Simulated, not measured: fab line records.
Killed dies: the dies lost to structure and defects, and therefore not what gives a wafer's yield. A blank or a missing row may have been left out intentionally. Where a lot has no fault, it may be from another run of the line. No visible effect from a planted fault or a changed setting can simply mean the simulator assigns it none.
Chamber matching + flow n5Finfet + N5_BEOL_M0_ETCH_109 on rieDiel-05: 4 sister chambers
The step etches SiCN in CH3F/O2, target depth 8 nm, overetch 2.4 nm, time 27.4 s. 20 wafers are shown with their chamber, then 10 later ones without.

== WAFERS PAIRED WITH THEIR CHAMBERS ==
| wafer  | chamber | drypumpMotorCurrentA (A) | throttleValvePct (%) | oesProductAu (a.u.) |
|--------|---------|--------------------------|----------------------|---------------------|
| L075.1 | 2       | 5.3                      | 15.8                 | 0.76                |
| L075.3 | 1       | 5.3                      | 16.7                 | 0.57                |
| L075.5 | 0       | 4.8                      | 16.6                 | 0.59                |
| L080.1 | 0       | 4.8                      | 16.6                 | 0.59                |
| L080.3 | 1       | 5.3                      | 16.7                 | 0.57                |
| L080.5 | 0       | 4.8                      | 16.6                 | 0.59                |
| L082.1 | 2       | 5.3                      | 15.8                 | 0.74                |
| L082.2 | 3       | 6.4                      | 16.1                 | 0.80                |
| L082.3 | 1       | 5.3                      | 16.7                 | 0.57                |
| L083.2 | 3       | 6.3                      | 16.1                 | 0.79                |
| L083.4 | 0       | 4.8                      | 16.7                 | 0.59                |
| L083.5 | 3       | 6.3                      | 16.1                 | 0.81                |
| L084.2 | 2       | 5.3                      | 15.8                 | 0.73                |
| L084.3 | 3       | 6.3                      | 16.1                 | 0.80                |
| L084.5 | 0       | 4.8                      | 16.7                 | 0.58                |
| L087.1 | 3       | 6.3                      | 16.1                 | 0.79                |
| L087.3 | 0       | 4.8                      | 16.7                 | 0.57                |
| L087.6 | 3       | 6.3                      | 16.1                 | 0.78                |
| L091.2 | 1       | 5.3                      | 16.2                 | 0.79                |
| L091.3 | 3       | 6.3                      | 16.1                 | 0.77                |

SIGNATURES (means of the wafers above)
| reading              | chamber 0 | chamber 1 | chamber 2 | chamber 3 | scatter within a chamber |
|----------------------|-----------|-----------|-----------|-----------|--------------------------|
| drypumpMotorCurrentA | 4.800     | 5.300     | 5.300     | 6.314     | 0.0231                   |
| throttleValvePct     | 16.650    | 16.575    | 15.800    | 16.100    | 0.112                    |
| oesProductAu         | 0.5850    | 0.6250    | 0.7433    | 0.7914    | 0.0489                   |
Rule: for a wafer and a chamber, the distance is found by dividing, reading by reading, the gap between the wafer's reading and the chamber's mean by the reading's scatter, squaring, summing and taking the root. If the next closest chamber is less than 2 further off than the closest, the wafer can't be placed; otherwise it belongs to the closest. The scatter is the square root of a quotient: the sum, over the shown wafers, of each reading's squared deviation from its chamber's mean, divided by wafers minus chambers.

== WAFERS WITH NO CHAMBER GIVEN ==
| wafer  | drypumpMotorCurrentA (A) | throttleValvePct (%) | oesProductAu (a.u.) |
|--------|--------------------------|----------------------|---------------------|
| L091.4 | 4.8                      | 16.3                 | 0.87                |
| L092.2 | 5.3                      | 16.2                 | 0.74                |
| L092.5 | 4.8                      | 16.3                 | 0.82                |
| L092.6 | 5.3                      | 15.8                 | 0.69                |
| L095.1 | 4.8                      | 16.3                 | 0.79                |
| L095.3 | 5.3                      | 16.3                 | 0.77                |
| L095.4 | 5.3                      | 15.8                 | 0.69                |
| L096.1 | 5.3                      | 15.9                 | 0.69                |
| L096.3 | 4.8                      | 16.3                 | 0.79                |
| L096.4 | 5.3                      | 15.8                 | 0.69                |

== WHICH CHAMBER EACH WENT THROUGH ==
| wafer  | from the rows above     | in truth |
|--------|-------------------------|----------|
| L091.4 | 0                       | 0        |
| L092.2 | can't be placed: 2 or 1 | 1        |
| L092.5 | 0                       | 0        |
| L092.6 | 2                       | 2        |
| L095.1 | 0                       | 0        |
| L095.3 | can't be placed: 1 or 2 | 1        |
| L095.4 | 2                       | 2        |
| L096.1 | 2                       | 2        |
| L096.3 | 0                       | 0        |
| L096.4 | 2                       | 2        |
8 of 10 placed correctly. Not placeable from these rows: 2 (in 2, the candidates include the true chamber). 0 placed wrongly.
